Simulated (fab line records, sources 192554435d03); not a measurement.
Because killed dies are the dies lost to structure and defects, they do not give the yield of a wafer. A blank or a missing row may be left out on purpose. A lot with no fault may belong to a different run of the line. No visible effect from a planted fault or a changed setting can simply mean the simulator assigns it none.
A struck lot beside a sound one / flow n5-finfet / 16 steps out of a route of 1938
Sound: these wafers, L135.2, L135.3, L135.4. The struck wafers were L142.1, L142.2, L142.5. The cause is named last.
Each step with rows lists, per side, the tool, then ch with its chambers, then its first start. Under that, the readings that differ: sound wafers / struck wafers / difference of the means / sigmas: that difference in standard deviations of wafers without a fault.
alike: same words and numbers on both sides, and readings whose means sit less than 2 such deviations apart. not compared: any withheld reading, any reading some wafer has no value for, any bound like >300 that may hide the same value, and any number with overlapping values for which the record gives no deviation.
Wherever a step has rows on one side only, a row that says differs or no value, or a row with sigmas, the two part there. Non-overlapping numbers with no deviation appear without sigmas and do not part them. Lack of a reading on every wafer of one side parts them only where that side has two or more wafers.

first, 9 steps without rows for these wafers: N5_BEOL_M1_SOFTBAKE_23 (time 60 s); N5_BEOL_M1_EXPOSE_25 (exposes mask V0, defocus 5 nm, target cd 24 nm); N5_BEOL_M1_PEB_26 (peb time 60 s); N5_BEOL_M1_DEVELOP_27 (develop time 30 s); N5_BEOL_M1_DESCUM_33 (chemistry O2, time 7 s); N5_BEOL_M1_ETCH_77 (etches underlayer in N2/H2, target depth 6.5 nm, time 5.2 s); N5_BEOL_M1_ETCH_69 (etches SiARC in CF4, target depth 15.6 nm, time 26 s); N5_BEOL_M1_ALD_98 (deposits SiO2, target thk 2.5 nm, pulse time 1 s, co reactant pulse time 1 s); N5_BEOL_M1_ETCHBACK_99 (etches SiO2 in CHF3, target depth 5 nm, time 10.4 s).
N5_BEOL_M1_ETCH_70: etches SOC in N2/H2, target depth 80 nm, overetch 16 nm, time 120 s.
  sound on rie-diel-01 ch 0,1,2, day 8 05:23; struck on rie-diel-01 ch 1,3, day 10 03:04
  no value came back on the struck wafers for any of 9 readings (bias-w (W), chamber-pressure-mTorr (mTorr) and others); on the sound wafers bias-w (W) reads 149.8 150.4 150.1
reading=model.CAR-EUV_of_BEOL_M1_COAT_22.thk-nm (nm); sound=0 0 0; struck=10.4 10.4 10.4; difference=+10.4; sigmas=
reading=model.SiARC_of_BEOL_M1_COAT_68.thk-nm (nm); sound=6.4 6.6 6.6; struck=12 12 12; difference=+5; sigmas=
reading=model.underlayer_of_BEOL_M1_COAT_76.thk-nm (nm); sound=0 0 0; struck=5 5 5; difference=+5; sigmas=
then, 2 steps without rows for these wafers: N5_BEOL_M1_STRIP_71 (strips in N2/H2); N5_BEOL_M1_STRIP_78 (strips in N2/H2).
N5_BEOL_M1_VIA_ETCH_34: etches the open film in C4F6/O2, target depth 67.8 nm, time 64.4 s.
  sound on rie-diel-01 ch 0,1,2, day 8 05:29; struck on rie-diel-01 ch 1,3, day 10 03:10
reading=oes-product-au (a.u.); sound=0.95 0.68 0.74; struck=0.27 0.33 0.33; difference=-0.48; sigmas=-5
  alike: C4F6_flow_sccm, O2_flow_sccm, drypump-motor-current-A, rf-fwd-power-W, rf-vpp-V, showerhead-plenum-p-Torr, throttle-valve-pct
  not compared: rf-hours-counter-h
then, 1 step without rows for these wafers: N5_BEOL_M1_STRIP_83 (strips in C4F6/O2).
N5_BEOL_M4_RC_MEAS_101:
  the record has rows for the sound wafers here (prober-01 ch 0, day 11 06:41) and none for the struck ones
-- a jump in the record: the struck wafers' starts before and after are 7 days apart (it breaks off in module BEOL_M4 and resumes in module PASSIVATION, where the first step shown is number 1936 of the route) --
N5_PASSIVATION_PROBE_49:
  sound: prober-01 at day 15 12:56; struck: prober-01 at day 17 10:08
reading=defect-limited-yield (%); sound=91.6 92.3 92.5; struck=0 0 0; difference=-92; sigmas=-66
reading=killed_at_M0_to_M3; sound=23 23 21; struck=1124 1135 1125; difference=+1106; sigmas=+99 or more
reading=killed-dies; sound=99 91 89; struck=1180 1180 1180; difference=+1087; sigmas=+64
reading=killed-on-rim; sound=9 10 9; struck=152 152 152; difference=+143; sigmas=+39
reading=sort_bin_5_function (%); sound=5.3 3.9 4.6; struck=97.7 97.2 96.9; difference=+92.7; sigmas=+95
reading=sort-n-pass; sound=1081 1089 1091; struck=0 0 0; difference=-1087; sigmas=-64
reading=sort-yield-pct (%); sound=91.6 92.3 92.5; struck=0 0 0; difference=-92; sigmas=-66
  alike: killed_at_M4_up, killed-at-contacts, killed-at-front-end, killed-at-other, killed-open, killed-short, sort_bin_6_memory

## WHERE THEY PART
First at N5_BEOL_M1_ETCH_70; last, within this record, at N5_PASSIVATION_PROBE_49.

WHY: the cause the simulator had injected
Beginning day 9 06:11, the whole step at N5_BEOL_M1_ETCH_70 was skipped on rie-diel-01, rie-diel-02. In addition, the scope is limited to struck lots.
